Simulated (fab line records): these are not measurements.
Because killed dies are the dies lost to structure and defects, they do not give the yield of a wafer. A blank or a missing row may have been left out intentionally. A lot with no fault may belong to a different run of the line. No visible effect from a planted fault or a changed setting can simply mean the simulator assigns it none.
Matching of chambers -- flow nand-harc -- rie-diel-11 running NHARC_P_M0_STRIP_18: 4 sister chambers
The step strips in N2/H2. 16 wafers are shown with their chamber, then 8 later ones without.

== WAFERS, EACH WITH ITS CHAMBER ==
wafer,chamber,drypump-motor-current-A (A),rf-vpp-V (V),throttle-valve-pct (%)
L077.1,1,5.0,89.4,14.160
L077.4,3,5.6,90.2,14.180
L077.6,2,6.2,90.9,14.180
L079.1,1,5.0,92.3,14.170
L079.3,3,5.6,91.2,14.155
L079.6,3,5.6,90.1,14.176
L082.3,3,5.6,91.7,14.161
L082.5,3,5.6,88.8,14.173
L082.6,2,6.1,91.0,14.171
L081.2,2,6.2,90.8,14.175
L081.4,3,5.6,90.5,14.180
L081.5,2,6.2,90.0,14.169
L088.2,2,6.2,89.4,14.167
L088.3,1,5.0,91.0,14.166
L088.4,0,4.7,89.1,14.176
L091.1,3,5.7,89.0,14.175

SIGNATURES, as means of the wafers listed above
reading,chamber 0,chamber 1,chamber 2,chamber 3,scatter within a chamber
drypump-motor-current-A,4.700,5.000,6.180,5.614,0.0372
rf-vpp-V,89.100,90.900,90.420,90.214,1.04
throttle-valve-pct,14.17600,14.16533,14.17240,14.17143,0.00774
Rule: a wafer lies at a distance from a chamber equal to the root of the sum of squares, over the readings, of (its reading less the chamber's mean, divided by the reading's scatter). The wafer belongs to the nearest chamber; if the next one is less than 2 further off, it can't be placed. The scatter: take each reading less its chamber's mean, square it, sum over the shown wafers, divide by the number of wafers less the number of chambers, and take the root.

== WAFERS MISSING THEIR CHAMBER ==
wafer,drypump-motor-current-A (A),rf-vpp-V (V),throttle-valve-pct (%)
L091.3,6.2,91.7,14.160
L091.4,5.0,92.3,14.173
L092.1,5.6,91.1,14.163
L092.2,5.0,92.6,14.190
L092.5,4.7,90.3,14.166
L097.3,4.7,90.5,14.173
L097.5,4.7,89.6,14.181
L097.6,5.0,91.0,14.163

== WHICH CHAMBER EACH ONE RAN IN ==
wafer,from the rows above,in truth
L091.3,2,2
L091.4,1,1
L092.1,3,3
L092.2,1,1
L092.5,0,0
L097.3,0,0
L097.5,0,0
L097.6,1,1
Correct placement for 8 of the 8. From these rows, 0 cannot be placed. Placed wrongly: 0.
